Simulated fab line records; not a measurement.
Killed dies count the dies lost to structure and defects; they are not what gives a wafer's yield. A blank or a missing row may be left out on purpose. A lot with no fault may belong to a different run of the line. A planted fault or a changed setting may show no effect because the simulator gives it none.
The same fault as seen by 3 desks ; flow nand-harc ; only its own numbers are on each desk; what lay behind them is given at the end

== THE METROLOGY DESK ==
What the gauges read, lot by lot, whatever tool the lot ran on: means of the sampled wafers that have a number. A lot is out of limits, marked OUT, if its mean lies more than 4 standard deviations from the usual mean; the brackets give that distance.
Columns: A = cd-nm at NHARC_P_CONTACT_CD_MEAS_12, usual 89.8 nm; B = overlay-x-nm at NHARC_P_CONTACT_OVL_MEAS_13, usual -0.3 nm; C = overlay-y-nm at NHARC_P_CONTACT_OVL_MEAS_13, usual -0.1 nm
lot;first seen here;A;B;C
L380;day 6 05:10;89.3;-1.5;0.7
L379;day 6 12:26;90.6;-0.6;-0.3
L385;day 7 13:20;87.6;0.4;0.2
L387;day 8 01:05;90.1;0.2;0.7
L389;day 8 18:22;88.9;-0.3;0.9
L396;day 10 15:17;90.2;0.2;0.9
Result from this desk: across the 6 lots, nothing is out of limits.

== THE TOOL OWNER'S DESK: litho-track-06 ==
The tool's own readings at NHARC_P_CONTACT_PEB_10 (peb time 65 s): means of the sampled wafers that have a number, for each lot that ran on this tool. A lot is out of limits, marked OUT, if its mean lies more than 4 standard deviations from the usual mean; the brackets give that distance.
Columns: A = heater-power-total-W at NHARC_P_CONTACT_PEB_10, usual 156.5 W; B = plate-temp-C at NHARC_P_CONTACT_PEB_10, usual 99.99 C; C = resist-line-temp-C at NHARC_P_CONTACT_PEB_10, usual 23.02 C
lot;first seen here;A;B;C
L379;day 6 12:21;156.3;100.01;23.03
L385;day 7 13:16;154.8 (-4.0) OUT;99.47;22.94
L389;day 8 18:17;155.4;99.32 (-4.8) OUT;23.03
This desk's verdict: out of limits on L385, L389, starting with L385 at day 7 13:16 (heater-power-total-W at NHARC_P_CONTACT_PEB_10). L379: within limits.

== THE DEFECT DESK ==
Inspection counts along the route, by lot: the mean over sampled wafers that carry a number. A lot is out of limits, marked OUT, if its mean lies more than 4 standard deviations from the usual mean; the brackets give that distance.
Columns: A = raw-defect-count at NHARC_P_CONTACT_INSPECT_14, usual 4.0
lot;first seen here;A
L380;day 6 05:17;5.0
L379;day 6 12:34;3.7
L385;day 7 13:28;6.0
L387;day 8 01:12;4.0
L389;day 8 18:29;3.7
L396;day 10 15:25;5.0
Result from this desk: across the 6 lots, nothing is out of limits.

== PUT TOGETHER ==
On L385, L389, at day 7 13:16, an alarm was possible from the tool owner's desk.
Nothing out of limits was seen by the metrology desk.
Nothing the defect desk looked at was out of limits.
The metrology desk has L385, L389 on record, within its limits.
The defect desk has L385, L389 on record, within its limits.
On litho-track-06, each named lot ran NHARC_P_CONTACT_PEB_10.

== WHAT THE SIMULATOR HAD PUT IN ==
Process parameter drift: litho-track-06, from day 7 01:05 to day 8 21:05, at NHARC_P_CONTACT_PEB_10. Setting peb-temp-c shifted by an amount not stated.
Lots struck among those shown: L385, L389.
Time in hours from fault onset to the first out-of-limits reading at each desk: the tool owner's desk, 12.
